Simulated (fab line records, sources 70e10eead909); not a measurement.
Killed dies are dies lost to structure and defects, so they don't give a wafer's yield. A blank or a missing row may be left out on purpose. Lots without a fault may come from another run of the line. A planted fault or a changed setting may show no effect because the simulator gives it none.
fab line records | flow nand_harc
record lots=12 wafers=36 last_day=33
route steps=1302 shown P_M0@270 END@1302
lots that met no fault: from a run of the same line without faults
start_h: hours from the record's first day to the start of the lot's first wafer shown | wait_h: hours since the lot's step before | " the same as in the row above | L1.1+2: a row that stands for several wafers | - no value, or no start given | * or withheld: withheld | < > ~ a bound
route shown NAME@n: a module of which the file shows steps, and the number in the route of the first | usual: mean/standard deviation of fault-free wafers | same: alike in all rows | chamber/n: place in a boat | sites: the reading at each site | _std_site: their standard deviation | _edge_site: outer sites' mean less inner sites' | radius_mm: how far each site lies from the wafer's centre | mask NAME#n: copy n | behind: the tool/chamber that last shaped the wafer | hold: why the lot was held/for how many hours/how that ended | device: the transistor (n, p or np) that didn't switch | end of line: the same wafers' tests at the end of the route | a step without rows: its recipe alone | killed: dies lost to structure and defects at the first sort, not the wafer's yield | map: a wafer's dies, x killed, . not, _ none there
set.NAME: the setting as run; set.NAME@STEP: as run at that earlier step | model.NAME: the simulator's own value behind a step, which no gauge read
steps of the route over a sample of lots; a table a step, a row a wafer
services: from which hour (start_h, from the record's first day; less than 0 if before it) a tool's chamber was out of use, for how many hours, and why
## steps
# step NHARC_P_M0_STRIP_18
# recipe power_w=1000 n2_flow_sccm=150 h2_flow_sccm=150 ar_flow_sccm=0 bias_w=0 chemistry=N2/H2
# usual drypump_motor_current_A=5.7/0.51 h2_flow_sccm=150.0/0.45 mfc_ar_sccm=0.018/0.014 oes_product_au=1.000/0.012 rf_fwd_power_W=997/3.2 rf_vpp_V=90.7/0.89 showerhead_plenum_p_Torr=2.04/0.057 throttle_valve_pct=14.172/0.0089
# columns lot.wafer tool chamber start_h wait_h drypump_motor_current_A h2_flow_sccm mfc_ar_sccm oes_product_au rf_fwd_power_W rf_hours_counter_h rf_vpp_V showerhead_plenum_p_Torr throttle_valve_pct
L878.1 rie_diel-01 0 126.48 0.1 6.3 149.8 0 1.027 1000 31 89.9 2.00 14.172
L878.2 " 1 " " 4.8 149.6 0.021 1.003 996 28 90.4 2.05 14.174
L878.5 " 2 " " 5.2 150.0 0.022 1.017 993 - 92.4 2.07 14.148
L880.1 rie_diel-01 2 140.02 0.1 5.2 150.2 0.022 1.016 997 28 89.8 2.07 14.186
L880.3 " 3 " " 5.6 149.6 0 1.015 993 33 89.7 2.03 14.189
L880.6 " 2 " " 5.2 150.3 0.022 1.013 997 - 90.6 2.07 14.159
L882.4 rie_diel-13 1 164.55 0.1 5.7 149.4 0.008 1.004 997 55 91.4 2.00 14.162
L882.6 " 0 " " 5.4 149.8 0.026 1.001 994 - 90.9 2.08 14.183
L882.5 " 1 " " 5.7 149.9 0.008 1.014 999 - 91.0 2.00 14.170
L883.3 rie_diel-01 2 169.57 0.1 5.3 150.8 0.022 1.013 999 40 90.4 2.06 14.165
L883.4 " 0 " " 6.3 149.3 0 1.014 997 48 88.8 1.99 14.177
L883.6 " 2 " " 5.3 150.4 0.022 1.019 997 - 92.0 2.06 14.184
L885.2 rie_diel-13 0 196.92 0.1 5.4 149.9 0.026 0.999 1000 6 91.2 2.08 14.166
L885.4 " 0 " " 5.4 149.6 0.026 1.002 1000 - 91.2 2.08 14.166
L885.5 " 1 " " 5.7 150.5 0.008 1.010 997 - 91.8 2.00 14.178
L886.2 rie_diel-06 1 201.73 0.1 6.2 149.2 0.008 1.009 1000 9 92.8 2.16 14.182
L886.4 " 2 " " 5.6 149.8 0.042 0.987 993 7 90.9 1.93 14.168
L886.6 " 0 " " 5.0 150.2 0 0.994 994 - 90.9 2.04 14.179
L888.2 rie_diel-13 3 224.80 0.1 6.3 150.2 0.023 0.991 996 12 91.1 2.03 14.187
L888.3 " 0 " " 5.3 150.0 0.026 0.998 996 14 89.3 2.08 14.182
L888.1 " 2 " " 5.9 149.8 0.026 0.981 992 16 90.5 2.00 14.162
L892.3 rie_diel-13 1 272.32 0.1 5.7 150.4 0.008 1.005 998 30 92.3 1.99 14.163
L892.5 " 3 " " 6.2 149.2 0.023 1.006 999 - 91.8 2.02 14.178
L892.6 " 0 " " 5.4 149.4 0.026 0.991 994 - 91.1 2.07 14.177
L895.2 rie_diel-01 0 292.02 0.1 6.3 149.5 0 1.015 1001 28 89.3 1.98 14.169
L895.3 " 1 " " 4.8 149.8 0.021 1.005 999 32 91.8 2.03 14.171
L895.6 " 2 " " 5.3 149.6 0.022 1.000 997 - 90.7 2.05 14.169
L897.3 rie_diel-01 0 311.55 0.1 6.3 150.5 0 1.006 996 33 89.9 1.97 14.171
L897.6 " 3 " " 5.6 150.8 0 0.991 1001 - 89.2 2.01 14.161
L897.5 " 0 " " 6.3 150.0 0 1.008 997 - 88.7 1.97 14.177
L900.4 rie_diel-06 2 344.22 0.1 5.6 149.3 0.042 0.977 1005 4 88.6 1.93 14.156
L900.6 " 0 " " 5.0 150.3 0 0.997 1000 - 91.0 2.03 14.162
L900.5 " 1 " " 6.2 149.8 0.008 0.998 1000 - 92.9 2.15 14.182
L901.3 rie_diel-13 3 353.64 0.1 6.3 149.6 0.023 0.998 995 0 90.1 2.02 14.169
L901.4 " 0 " " 5.4 150.1 0.026 0.990 998 0 91.3 2.07 14.173
L901.1 " 1 " " 5.7 150.0 0.008 1.016 997 0 90.4 1.99 14.148
# step NHARC_P_M0_DEGAS_28
# recipe temp_c=250 time_s=60
# usual heater_power_w=336/36
# columns lot.wafer tool chamber start_h wait_h heater_power_w
L878.1 pvd_sputter-02 - 126.99 - 345
L878.2 " - " " 302
L878.5 " - " " 408
L880.1 pvd_sputter-01 - 140.56 - 343
L880.3 " - " " 346
L880.6 " - " " 379
L882.4 pvd_sputter-03 - 165.08 - 331
L882.6 " - " " 314
L882.5 " - " " 357
L883.3 pvd_sputter-02 - 170.11 - 277
L883.4 " - " " 338
L883.6 " - " " 400
L885.2 pvd_sputter-01 - 197.49 - 375
L885.4 " - " " 300
L885.5 " - " " 333
L886.4 pvd_sputter-01 - 202.22 - 306
L886.2 " - " " 343
L886.6 " - " " 307
L888.1 pvd_sputter-02 - 225.34 - 332
L888.3 " - " " 273
L888.2 " - " " 391
L892.3 pvd_sputter-02 - 272.83 - 389
L892.5 " - " " 337
L892.6 " - " " 302
L895.3 pvd_sputter-02 - 292.51 - 391
L895.2 " - " " 283
L895.6 " - " " 352
L897.3 pvd_sputter-01 - 312.07 - 286
L897.5 " - " " 376
L897.6 " - " " 289
L900.4 pvd_sputter-01 - 344.73 - 330
L900.6 " - " " 281
L900.5 " - " " 360
L901.4 pvd_sputter-02 - 354.18 - 394
L901.1 " - " " 357
L901.3 " - " " 292
# step NHARC_P_M0_CMP_23
# recipe t_overpolish_s=20 target_thk_nm=117.54
# usual motor_current_A=12.0/1.2 time_to_endpoint_s=29/3.5
# same t_overpolish_s=20
# columns lot.wafer tool chamber start_h wait_h motor_current_A time_to_endpoint_s
L878.1 cmp-03 0 128.09 - 11.7 25
L878.2 " 1 " " 13.5 28
L878.5 " 0 " " 11.9 27
L880.3 cmp-02 0 141.65 - 12.6 30
L880.1 " 3 " " 9.7 27
L880.6 " 0 " " 13.0 27
L882.4 cmp-04 2 166.17 - 11.8 28
L882.5 " 1 " " 9.8 22
L882.6 " 2 " " 10.9 28
L883.3 cmp-02 2 171.50 - 12.5 33
L883.4 " 0 " " 12.9 29
L883.6 " 2 " " 12.8 31
L885.4 cmp-04 1 198.59 - 10.1 22
L885.2 " 3 " " 11.8 27
L885.5 " 1 " " 9.9 23
L886.2 cmp-02 3 203.31 - 10.4 30
L886.4 " 2 " " 12.3 37
L886.6 " 0 " " 13.0 31
L888.3 cmp-03 1 226.53 - 14.3 33
L888.1 " 2 " " 13.3 35
L888.2 " 0 " " 12.4 31
L892.3 cmp-02 3 273.92 - 10.0 24
L892.6 " 2 " " 11.7 37
L892.5 " 3 " " 9.8 25
L895.2 cmp-02 1 293.60 - 11.9 30
L895.3 " 3 " " 10.6 25
L895.6 " 2 " " 12.6 38
L897.3 cmp-03 2 313.25 - 13.8 30
L897.5 " 3 " " 11.0 34
L897.6 " 0 " " 11.9 27
L900.4 cmp-04 1 345.85 - 9.5 22
L900.6 " 0 " " 11.7 30
L900.5 " 1 " " 10.3 20
L901.3 cmp-04 1 355.61 - 10.2 25
L901.1 " 2 " " 11.0 30
L901.4 " 3 " " 12.0 30
# step NHARC_P_M0_INSPECT_27
# usual raw_defect_count=304/110
# columns lot.wafer tool chamber start_h wait_h raw_defect_count
L878.1 defect_inspect-01 - 128.53 0.0 278
L878.2 " - " " 182
L878.5 " - " " 223
L880.1 defect_inspect-02 - 142.12 0.0 243
L880.3 " - " " 209
L880.6 " - " " 168
L882.4 defect_inspect-02 - 166.64 0.0 412
L882.5 " - " " 305
L882.6 " - " " 263
L883.3 defect_inspect-01 - 171.95 0.0 200
L883.4 " - " " 380
L883.6 " - " " 197
L885.2 defect_inspect-02 - 199.03 0.0 221
L885.4 " - " " 118
L885.5 " - " " 245
L886.2 defect_inspect-02 - 203.82 0.0 206
L886.4 " - " " 227
L886.6 " - " " 309
L888.1 defect_inspect-02 - 227.00 0.0 484
L888.2 " - " " 378
L888.3 " - " " 408
L892.3 defect_inspect-02 - 274.36 0.0 419
L892.5 " - " " 256
L892.6 " - " " 2482
L895.2 defect_inspect-01 - 294.08 0.0 146
L895.3 " - " " 268
L895.6 " - " " 2391
L897.3 defect_inspect-01 - 313.64 0.0 266
L897.5 " - " " 320
L897.6 " - " " 205
L900.4 defect_inspect-02 - 346.29 0.0 465
L900.5 " - " " 385
L900.6 " - " " 385
L901.1 defect_inspect-02 - 356.05 0.0 285
L901.3 " - " " 240
L901.4 " - " " 473
# step NHARC_END_SORT_01
# recipe temp_c=25
# usual defect_limited_yield=91.2/2.6 killed_at_array=55/17 killed_at_other=0.9/1.2 killed_at_periphery=3.7/2.5 killed_dies=59/18 killed_open=3.4/1.9 killed_short=2.6/1.6 sort_bin_2_pct=3.1/1.2 sort_bin_3_pct=0.7/0.4 sort_bin_4_pct=4.9/1.4 sort_n_pass=618/18 sort_rim_yield_pct=93/3.7 sort_yield_pct=91.2/2.6
# same gross_dies=677 sort_bin_5_pct[%]=0 sort_bin_6_pct[%]=0 sort_bin_7_pct[%]=0 sort_bin_8_pct[%]=0 sort_rim_n_gross=106.00
# columns lot.wafer tool chamber start_h wait_h defect_limited_yield[%] killed_at_array killed_at_other killed_at_periphery killed_dies killed_open killed_short sort_bin_2_pct[%] sort_bin_3_pct[%] sort_bin_4_pct[%] sort_n_pass sort_rim_yield_pct[%] sort_yield_pct[%]
L878.1 prober-01 0 562.27 2.5 89.5 64 1 6 71 7 4 4.1 0.9 5.5 606 99 89.5
L878.2 prober-01 0 563.06 2.8 91.4 55 0 3 58 5 1 3.1 0.9 4.6 619 90 91.4
L878.5 prober-01 0 565.43 3.7 91.9 52 2 1 55 3 5 2.4 0.6 5.2 622 93 91.9
L880.1 prober-01 0 572.71 2.6 92.9 38 2 8 48 6 4 2.7 0.3 4.1 629 89 92.9
L880.3 prober-01 0 574.31 3.1 92.2 44 1 8 53 1 1 2.1 0.3 5.5 624 91 92.2
L880.6 prober-01 0 576.70 4.0 94.2 35 0 4 39 3 3 1.2 1.0 3.5 638 89 94.2
L883.3 prober-01 0 625.40 3.1 96.2 24 0 2 26 0 4 0.7 0 3.1 651 97 96.2
L883.4 prober-01 0 626.21 3.4 96.2 23 0 3 26 5 5 0.7 0 3.1 651 96 96.2
L883.6 prober-01 0 627.82 4.0 96.5 22 0 2 24 7 3 1.2 0.1 2.2 653 95 96.5
L882.4 prober-02 0 638.19 3.4 88.8 73 0 3 76 4 3 4.1 1.5 5.6 601 90 88.8
L882.5 prober-02 0 638.99 3.7 89.2 71 0 2 73 3 1 3.5 1.5 5.8 604 96 89.2
L882.6 prober-02 0 639.78 4.0 89.5 70 0 1 71 10 2 4.3 0.6 5.6 606 91 89.5
L885.2 prober-01 0 640.23 2.8 88.5 75 1 2 78 2 1 4.6 1.0 5.9 599 97 88.5
L885.4 prober-01 0 641.84 3.4 88.0 81 0 0 81 2 3 4.3 0.9 6.8 596 98 88.0
L885.5 prober-01 0 642.65 3.7 88.6 75 0 2 77 2 2 4.4 1.0 5.9 600 89 88.6
L886.2 prober-02 0 644.38 2.8 95.3 30 1 1 32 2 1 1.5 0.3 3.0 645 91 95.3
L886.4 prober-02 0 645.98 3.4 94.8 31 1 3 35 2 1 1.6 0 3.5 642 100 94.8
L886.6 prober-02 0 647.57 4.0 95.9 25 3 0 28 4 1 1.6 0.1 2.4 649 98 95.9
L888.1 prober-02 0 665.49 2.5 94.4 37 0 1 38 2 3 1.9 0.4 3.2 639 96 94.4
L888.2 prober-02 0 666.30 2.8 94.5 30 2 5 37 4 4 2.1 0.1 3.2 640 93 94.5
L888.3 prober-02 0 667.10 3.1 95.3 29 0 3 32 3 1 1.3 0.4 3.0 645 89 95.3
L892.3 prober-01 0 706.52 3.1 92.3 50 0 2 52 4 4 3.0 0.7 4.0 625 96 92.3
L892.5 prober-01 0 708.10 3.7 92.2 46 0 7 53 0 3 2.8 0.6 4.4 624 95 92.2
L892.6 prober-01 0 708.90 4.0 0 53 0 624 677 5 1 3.2 91.9 4.9 0 0 0
L895.2 prober-01 0 732.19 2.8 86.6 87 0 4 91 3 3 5.2 0.1 8.1 586 96 86.6
L895.3 prober-01 0 732.99 3.1 90.0 65 0 3 68 1 1 4.0 0.6 5.5 609 92 90.0
L895.6 prober-01 0 735.39 4.0 0 76 0 601 677 6 2 3.4 89.7 6.9 0 0 0
L897.3 prober-02 0 745.56 3.1 86.0 89 1 5 95 5 8 4.7 1.0 8.3 582 94 86.0
L897.5 prober-02 0 747.17 3.7 89.2 72 0 1 73 0 4 3.5 1.5 5.8 604 87 89.2
L897.6 prober-02 0 747.98 4.0 87.1 82 0 5 87 5 6 3.7 1.6 7.5 590 94 87.1
L900.4 prober-01 0 781.26 3.4 89.7 66 1 3 70 4 3 4.4 0.6 5.3 607 91 89.7
L900.5 prober-01 0 782.07 3.7 89.1 70 1 3 74 3 2 5.0 0.3 5.6 603 88 89.1
L900.6 prober-01 0 782.88 4.1 89.1 69 0 5 74 4 5 4.0 1.0 5.9 603 90 89.1
L901.1 prober-01 0 798.52 2.5 95.3 30 0 2 32 3 3 1.6 0.4 2.7 645 91 95.3
L901.3 prober-01 0 800.12 3.1 94.7 34 1 1 36 3 3 1.8 0.3 3.2 641 91 94.7
L901.4 prober-01 0 800.92 3.4 92.9 47 0 1 48 2 4 2.7 0.3 4.1 629 100 92.9
# killed by level:class
L878.1 A_CHANNEL_HOLE_D2:chamber_film_flake=40 A_CONTACT:chamber_film_flake=9 A_STAIRCASE:chamber_film_flake=4 P_GATE:geometric_particle:open=2 P_CONTACT:geometric_particle:open=1 P_CONTACT:geometric_particle:short=1 A_CHANNEL_FILL_D1:geometric_particle:short=1 A_ONON_D2:geometric_particle:open=1
L878.2 A_CHANNEL_HOLE_D2:chamber_film_flake=32 A_STAIRCASE:chamber_film_flake=8 A_CONTACT:chamber_film_flake=6 A_BLC:geometric_particle:open=2 A_CHANNEL_HOLE_D1:chamber_film_flake=2 P_GATE:geometric_particle:open=1 P_M0:geometric_particle:open=1 A_WL_FILL:chamber_film_flake=1
L878.5 A_CHANNEL_HOLE_D2:chamber_film_flake=30 A_CONTACT:chamber_film_flake=8 A_CHANNEL_FILL_D1:geometric_particle:short=2 A_STAIRCASE:chamber_film_flake=2 A_WL_FILL:chamber_film_flake=2 THIN_TSV:chamber_film_flake=2 A_ONON_D1:geometric_particle:open=1 A_ONON_D2:geometric_particle:short=1
L880.1 A_SLIT:chamber_film_flake=18 A_CHANNEL_HOLE_D2:chamber_film_flake=7 P_M0:geometric_particle:open=3 P_ZERO_WELL:chamber_film_flake=2 P_M0:chamber_film_flake=2 A_STAIRCASE:chamber_film_flake=2 A_WL_FILL:chamber_film_flake=2 A_CONTACT:chamber_film_flake=2
L880.3 A_SLIT:chamber_film_flake=28 A_CHANNEL_HOLE_D2:chamber_film_flake=8 P_M0:chamber_film_flake=5 A_CONTACT:chamber_film_flake=3 P_ZERO_WELL:chamber_film_flake=2 A_WL_FILL:chamber_film_flake=2 P_M0:geometric_particle:open=1 A_CHANNEL_FILL_D1:geometric_particle:short=1
L880.6 A_SLIT:chamber_film_flake=16 A_CHANNEL_HOLE_D1:chamber_film_flake=4 A_CHANNEL_HOLE_D2:chamber_film_flake=4 A_WL_FILL:chamber_film_flake=4 P_CONTACT:geometric_particle:open=2 A_WL_FILL:geometric_particle:short=2 A_CONTACT:chamber_film_flake=2 A_ONON_D2:geometric_particle:short=1
L883.3 A_CHANNEL_HOLE_D2:chamber_film_flake=11 A_CONTACT:chamber_film_flake=4 A_CHANNEL_HOLE_D1:chamber_film_flake=3 P_STI:chamber_film_flake=2 A_ONON_D1:geometric_particle:short=1 A_CHANNEL_HOLE_D1:geometric_particle:short=1 A_ONON_D2:geometric_particle:short=1 A_WL_FILL:geometric_particle:short=1
L883.4 A_CHANNEL_HOLE_D2:chamber_film_flake=7 A_CHANNEL_HOLE_D1:chamber_film_flake=3 A_CHANNEL_FILL_D1:geometric_particle:short=2 A_ONON_D2:geometric_particle:open=2 P_STI:chamber_film_flake=2 A_DECK1_JOINT:chamber_film_flake=2 P_M0:geometric_particle:open=1 A_ONON_D1:geometric_particle:short=1
L883.6 A_CHANNEL_HOLE_D1:chamber_film_flake=7 A_CHANNEL_HOLE_D2:chamber_film_flake=3 A_CHANNEL_FILL_D1:geometric_particle:open=2 A_BLC:geometric_particle:open=2 A_CONTACT:chamber_film_flake=2 P_CONTACT:geometric_particle:open=1 A_CHANNEL_HOLE_D1:geometric_particle:short=1 A_CHANNEL_FILL_D2:geometric_particle:short=1
L882.4 A_CHANNEL_HOLE_D1:chamber_film_flake=33 A_SLIT:chamber_film_flake=18 A_STAIRCASE:chamber_film_flake=8 A_CONTACT:chamber_film_flake=5 A_WL_FILL:geometric_particle:short=3 A_CHANNEL_HOLE_D2:chamber_film_flake=3 P_STI:chamber_film_flake=2 P_CONTACT:geometric_particle:open=1
L882.5 A_CHANNEL_HOLE_D1:chamber_film_flake=31 A_SLIT:chamber_film_flake=23 A_CHANNEL_HOLE_D2:chamber_film_flake=9 A_STAIRCASE:chamber_film_flake=4 P_CONTACT:geometric_particle:open=1 A_CHANNEL_HOLE_D1:geometric_particle:open=1 A_CHANNEL_FILL_D2:geometric_particle:open=1 A_WL_FILL:geometric_particle:short=1
L882.6 A_CHANNEL_HOLE_D1:chamber_film_flake=36 A_SLIT:chamber_film_flake=14 A_STAIRCASE:chamber_film_flake=4 A_CHANNEL_HOLE_D2:chamber_film_flake=3 A_ONON_D1:geometric_particle:open=2 A_DECK1_JOINT:geometric_particle:open=2 A_CONTACT:chamber_film_flake=2 P_M0:geometric_particle:open=1
L885.2 A_SLIT:chamber_film_flake=24 A_CHANNEL_HOLE_D1:chamber_film_flake=23 A_SGD_CUT:chamber_film_flake=7 A_CHANNEL_HOLE_D2:chamber_film_flake=5 A_BONDPAD:chamber_film_flake=4 A_CONTACT:chamber_film_flake=3 A_BLC:geometric_particle:open=2 P_GATE:chamber_film_flake=2
L885.4 A_SLIT:chamber_film_flake=26 A_CHANNEL_HOLE_D1:chamber_film_flake=26 A_SGD_CUT:chamber_film_flake=9 A_CHANNEL_HOLE_D2:chamber_film_flake=7 A_BONDPAD:chamber_film_flake=3 A_CHANNEL_FILL_D1:geometric_particle:open=1 A_DECK1_JOINT:geometric_particle:short=1 A_ONON_D2:geometric_particle:short=1
L885.5 A_CHANNEL_HOLE_D1:chamber_film_flake=26 A_SLIT:chamber_film_flake=21 A_CHANNEL_HOLE_D2:chamber_film_flake=11 A_BONDPAD:chamber_film_flake=6 A_SGD_CUT:chamber_film_flake=5 A_CHANNEL_FILL_D1:chamber_film_flake=2 P_CONTACT:geometric_particle:short=1 P_M0:geometric_particle:open=1
L886.2 A_CHANNEL_HOLE_D2:chamber_film_flake=15 A_BONDPAD:chamber_film_flake=5 A_CHANNEL_FILL_D2:chamber_film_flake=2 A_STAIRCASE:chamber_film_flake=2 A_ONON_D1:geometric_particle:open=1 A_CHANNEL_HOLE_D1:geometric_particle:open=1 A_CHANNEL_FILL_D1:geometric_particle:short=1 P_STI:chamber_film_flake=1
L886.4 A_CHANNEL_HOLE_D2:chamber_film_flake=14 A_BONDPAD:chamber_film_flake=5 A_CHANNEL_HOLE_D1:chamber_film_flake=3 A_CHANNEL_FILL_D2:chamber_film_flake=3 P_M2:chamber_film_flake=2 A_STAIRCASE:chamber_film_flake=2 A_CONTACT:chamber_film_flake=2 P_STI:geometric_particle:open=1
L886.6 A_CHANNEL_HOLE_D2:chamber_film_flake=10 THIN_TSV:chamber_film_flake=3 A_CHANNEL_HOLE_D1:chamber_film_flake=2 A_CHANNEL_FILL_D2:chamber_film_flake=2 A_STAIRCASE:chamber_film_flake=2 A_SLIT:chamber_film_flake=2 A_BONDPAD:chamber_film_flake=2 A_ONON_D1:geometric_particle:short=1
L888.1 A_CHANNEL_HOLE_D2:chamber_film_flake=20 A_CHANNEL_HOLE_D1:chamber_film_flake=3 A_ZERO_WELL:chamber_film_flake=2 A_STAIRCASE:chamber_film_flake=2 A_CONTACT:chamber_film_flake=2 A_ONON_D2:geometric_particle:short=1 A_CHANNEL_HOLE_D2:geometric_particle:short=1 A_CHANNEL_HOLE_D2:geometric_particle:open=1
L888.2 A_CHANNEL_HOLE_D2:chamber_film_flake=11 A_STAIRCASE:chamber_film_flake=5 P_ZERO_WELL:chamber_film_flake=4 A_CHANNEL_HOLE_D1:chamber_film_flake=4 A_ZERO_WELL:chamber_film_flake=3 A_SGD_CUT:geometric_particle:short=2 P_M0:geometric_particle:short=1 A_DECK1_JOINT:geometric_particle:open=1
L888.3 A_CHANNEL_HOLE_D2:chamber_film_flake=10 A_CHANNEL_HOLE_D1:chamber_film_flake=8 A_ZERO_WELL:chamber_film_flake=3 A_SLIT:chamber_film_flake=3 A_STAIRCASE:chamber_film_flake=2 P_CONTACT:geometric_particle:open=1 A_CONTACT:geometric_particle:open=1 A_BLC:geometric_particle:open=1
L892.3 A_CHANNEL_HOLE_D1:chamber_film_flake=31 A_STAIRCASE:chamber_film_flake=5 A_SLIT:chamber_film_flake=3 A_SGD_CUT:geometric_particle:short=2 P_GATE:chamber_film_flake=2 A_ONON_D1:geometric_particle:short=1 A_ONON_D1:geometric_particle:open=1 A_CHANNEL_HOLE_D1:geometric_particle:open=1
L892.5 A_CHANNEL_HOLE_D1:chamber_film_flake=32 P_CONTACT:chamber_film_flake=5 A_CONTACT:chamber_film_flake=4 A_SLIT:chamber_film_flake=2 A_CHANNEL_FILL_D1:chamber_film_flake=2 A_STAIRCASE:chamber_film_flake=2 P_GATE:geometric_particle:short=1 A_DECK1_JOINT:geometric_particle:short=1
L892.6 P_M0:area_cmp=621 A_CHANNEL_HOLE_D1:chamber_film_flake=34 A_CONTACT:chamber_film_flake=5 A_SGD_CUT:geometric_particle:open=3 P_CONTACT:chamber_film_flake=2 A_CHANNEL_HOLE_D2:chamber_film_flake=2 A_CHANNEL_FILL_D2:chamber_film_flake=2 A_SLIT:chamber_film_flake=2
L895.2 A_CHANNEL_HOLE_D1:chamber_film_flake=35 A_CHANNEL_HOLE_D2:chamber_film_flake=22 A_BLC:chamber_film_flake=9 A_SLIT:chamber_film_flake=5 A_CONTACT:chamber_film_flake=4 A_CHANNEL_FILL_D2:chamber_film_flake=3 A_STAIRCASE:chamber_film_flake=3 A_ONON_D1:geometric_particle:open=2
L895.3 A_CHANNEL_HOLE_D1:chamber_film_flake=36 A_CHANNEL_HOLE_D2:chamber_film_flake=18 A_BLC:chamber_film_flake=4 A_CONTACT:chamber_film_flake=3 P_M1:chamber_film_flake=2 A_CHANNEL_FILL_D1:geometric_particle:short=1 A_CHANNEL_FILL_D2:geometric_particle:open=1 P_STI:chamber_film_flake=1
L895.6 P_M0:area_cmp=597 A_CHANNEL_HOLE_D1:chamber_film_flake=34 A_CHANNEL_HOLE_D2:chamber_film_flake=18 A_CONTACT:chamber_film_flake=9 A_SLIT:chamber_film_flake=3 A_STAIRCASE:chamber_film_flake=3 A_BLC:chamber_film_flake=3 A_DECK1_JOINT:geometric_particle:open=2
L897.3 A_SLIT:chamber_film_flake=32 A_CHANNEL_HOLE_D1:chamber_film_flake=27 A_CONTACT:chamber_film_flake=10 A_STAIRCASE:chamber_film_flake=7 A_CHANNEL_FILL_D1:geometric_particle:short=3 A_ONON_D2:geometric_particle:short=2 P_GATE:geometric_particle:short=1 P_CONTACT:geometric_particle:open=1
L897.5 A_CHANNEL_HOLE_D1:chamber_film_flake=34 A_SLIT:chamber_film_flake=22 A_CONTACT:chamber_film_flake=7 A_STAIRCASE:chamber_film_flake=3 A_WL_FILL:chamber_film_flake=2 P_M2:geometric_particle:short=1 A_ONON_D1:geometric_particle:short=1 A_CHANNEL_FILL_D1:geometric_particle:short=1
L897.6 A_SLIT:chamber_film_flake=27 A_CHANNEL_HOLE_D1:chamber_film_flake=26 A_STAIRCASE:chamber_film_flake=9 A_CONTACT:chamber_film_flake=8 A_CHANNEL_FILL_D1:geometric_particle:short=2 P_GATE:chamber_film_flake=2 P_STI:geometric_particle:short=1 P_GATE:geometric_particle:open=1
L900.4 A_SLIT:chamber_film_flake=35 A_CHANNEL_HOLE_D2:chamber_film_flake=16 A_CHANNEL_HOLE_D1:chamber_film_flake=5 A_CONTACT:chamber_film_flake=4 P_CONTACT:geometric_particle:open=2 A_ONON_D1:geometric_particle:open=2 A_ONON_D2:geometric_particle:short=2 A_SOURCE_PLATE:geometric_particle:short=1
L900.5 A_CHANNEL_HOLE_D2:chamber_film_flake=26 A_SLIT:chamber_film_flake=19 A_CHANNEL_HOLE_D1:chamber_film_flake=11 A_CONTACT:chamber_film_flake=6 A_DECK1_JOINT:chamber_film_flake=3 P_STI:chamber_film_flake=2 P_BONDPAD:geometric_particle:open=1 A_CHANNEL_FILL_D1:geometric_particle:short=1
L900.6 A_SLIT:chamber_film_flake=31 A_CHANNEL_HOLE_D2:chamber_film_flake=17 A_CHANNEL_HOLE_D1:chamber_film_flake=8 A_ONON_D2:geometric_particle:short=2 A_ONON_D2:geometric_particle:open=2 P_STI:chamber_film_flake=2 A_CONTACT:chamber_film_flake=2 P_GATE:geometric_particle:open=1
L901.1 A_SLIT:chamber_film_flake=18 P_M0:geometric_particle:open=2 A_ONON_D2:geometric_particle:short=2 A_CHANNEL_HOLE_D2:chamber_film_flake=2 A_WL_FILL:chamber_film_flake=2 A_WL_FILL:geometric_particle:short=1 A_M1:geometric_particle:open=1 A_ZERO_WELL:chamber_film_flake=1
L901.3 A_SLIT:chamber_film_flake=20 A_WL_FILL:geometric_particle:short=2 A_CHANNEL_HOLE_D1:chamber_film_flake=2 A_STAIRCASE:chamber_film_flake=2 A_WL_FILL:chamber_film_flake=2 P_M0:geometric_particle:open=1 A_CHANNEL_FILL_D1:geometric_particle:short=1 A_CHANNEL_FILL_D2:geometric_particle:open=1
L901.4 A_SLIT:chamber_film_flake=32 A_CONTACT:chamber_film_flake=5 A_CHANNEL_HOLE_D1:geometric_particle:short=2 A_CHANNEL_HOLE_D2:chamber_film_flake=2 A_CHANNEL_FILL_D1:geometric_particle:open=1 A_CHANNEL_FILL_D1:geometric_particle:short=1 A_CHANNEL_FILL_D2:geometric_particle:open=1 A_WL_FILL:geometric_particle:short=1
## services
# columns tool chamber start_h hours kind
cmp-04 - 103.06 1.1 repair
pvd_sputter-02 - 104.00 10.0 pm
cmp-04 - 111.03 4.0 pm
rie_diel-13 2 111.26 14.2 repair
pvd_sputter-01 - 130.77 4.3 repair
cmp-04 - 130.95 0.8 repair
cmp-02 - 136.27 4.0 pm
pvd_sputter-01 - 155.04 3.4 repair
pvd_sputter-02 - 163.89 1.7 repair
rie_diel-13 - 165.00 9.0 pm
rie_diel-13 1 177.41 6.6 repair
rie_diel-13 3 194.42 11.7 repair
pvd_sputter-01 - 195.03 0.6 repair
rie_diel-01 - 205.99 9.0 pm
pvd_sputter-01 - 226.00 10.0 pm
cmp-02 - 234.27 4.0 pm
rie_diel-13 0 279.24 4.7 repair
pvd_sputter-02 - 282.00 10.0 pm
cmp-02 - 295.39 2.9 repair
pvd_sputter-02 - 296.20 9.9 repair
rie_diel-01 - 315.38 0.6 repair
cmp-02 - 332.39 4.0 pm
rie_diel-01 3 336.93 3.0 repair
rie_diel-13 - 342.00 9.0 pm
## key
first_sign step=NHARC_P_M0_INSPECT_27 reading=raw_defect_count direction=up sigmas=19 usual=304 struck=2436
effect step=NHARC_END_SORT_01 reading=killed_at_periphery direction=up sigmas=99+ usual=3.7 struck=612.5
more_kills_born_at NHARC_P_M0_CMP_23@cmp-02=1218
met_at NHARC_P_M0_CMP_23
struck_lots L892,L895
struck_wafers L892.6,L895.6
later_rows_left_out L892.6,L895.6
not_acting_at NHARC_P_M0_STRIP_18,NHARC_P_M0_DEGAS_28
onset_between 203.31 273.92
fault kind=process_parameter_drift tool=cmp-02 chamber=2 onset_h=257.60 steps=NHARC_P_M0_CMP_23 channel=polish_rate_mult offset=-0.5 shape=step end_h=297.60
# later_rows_left_out: the simulator's readings of these wafers behind a module that went badly wrong aren't trusted and aren't shown, but for the sort
